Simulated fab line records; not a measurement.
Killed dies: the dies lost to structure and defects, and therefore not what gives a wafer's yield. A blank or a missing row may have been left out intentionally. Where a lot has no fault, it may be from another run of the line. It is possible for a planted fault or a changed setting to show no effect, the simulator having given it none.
The tool behind it: which one? / flow n5 finfet / 36 wafers from 12 lots sampled at 2 of the route's 1938 steps

WHAT THE GAUGES READ, wafer by wafer
N5_BEOL_M2_THK_MEAS_01.
lot=L075; measured=day 6 21:15; on=film metro-02; M2_ILD_THK (nm)=79.7 79.8 79.3
lot=L077; measured=day 7 10:01; on=film metro-02; M2_ILD_THK (nm)=75.8 78.2 77.4
lot=L079; measured=day 7 16:03; on=film metro-02; M2_ILD_THK (nm)=78.8 78.8 81.2
lot=L081; measured=day 8 15:10; on=film metro-02; M2_ILD_THK (nm)=77.1 77.4 77.8
lot=L084; measured=day 8 23:19; on=film metro-02; M2_ILD_THK (nm)=77.0 76.7 77.4
lot=L085; measured=day 9 17:14; on=film metro-01; M2_ILD_THK (nm)=77.7 79.1 78.6
lot=L087; measured=day 10 05:59; on=film metro-01; M2_ILD_THK (nm)=78.4 80.6 79.6
lot=L089; measured=day 10 12:41; on=film metro-01; M2_ILD_THK (nm)=78.2 79.0 80.5
lot=L090; measured=day 10 18:44; on=film metro-01; M2_ILD_THK (nm)=76.6 78.5 77.1
lot=L093; measured=day 11 10:35; on=film metro-01; M2_ILD_THK (nm)=77.7 79.5 79.5
lot=L095; measured=day 11 18:19; on=film metro-01; M2_ILD_THK (nm)=78.7 77.0 79.6
lot=L096; measured=day 12 18:56; on=film metro-01; M2_ILD_THK (nm)=77.2 77.1 76.8

WHAT TOOL EACH LOT RAN ON (gives the tool, then ch and the chambers of the sampled wafers, and finally the start)
lot=L075; N5_BEOL_M1_SPUTTER_96=pvd sputter-03, day 6 20:01
lot=L077; N5_BEOL_M1_SPUTTER_96=pvd sputter-02, day 7 08:50
lot=L079; N5_BEOL_M1_SPUTTER_96=pvd sputter-02, day 7 14:46
lot=L081; N5_BEOL_M1_SPUTTER_96=pvd sputter-03, day 8 13:57
lot=L084; N5_BEOL_M1_SPUTTER_96=pvd sputter-03, day 8 22:08
lot=L085; N5_BEOL_M1_SPUTTER_96=pvd sputter-02, day 9 16:02
lot=L087; N5_BEOL_M1_SPUTTER_96=pvd sputter-01, day 10 04:47
lot=L089; N5_BEOL_M1_SPUTTER_96=pvd sputter-02, day 10 11:28
lot=L090; N5_BEOL_M1_SPUTTER_96=pvd sputter-03, day 10 16:56
lot=L093; N5_BEOL_M1_SPUTTER_96=pvd sputter-01, day 11 09:24
lot=L095; N5_BEOL_M1_SPUTTER_96=pvd sputter-01, day 11 17:08
lot=L096; N5_BEOL_M1_SPUTTER_96=pvd sputter-03, day 12 17:45
- N5_BEOL_M1_SPUTTER_96: material Cu, target thk 4.5 nm, time 8.29 s.

THE ANSWER, worked out from the rows above alone
Rule: the lots themselves supply what counts as usual. Put in order of their means at a reading, lots are off if they are a third of the lots or fewer, leave a main group of 4 or more, and stand apart from it by a gap of 3 or more times the standard deviation of the main group's means; of several such gaps the widest counts. If all means in a main group match to the digits the tables above print for the reading, that group is not used. A lot without any number at a reading at which 4 lots or more have one is off too. All remaining lots with rows at the step are treated as sound.
No lot is off at any reading shown: from this, nothing can be told.

WHAT THE SIMULATOR HAD PUT IN
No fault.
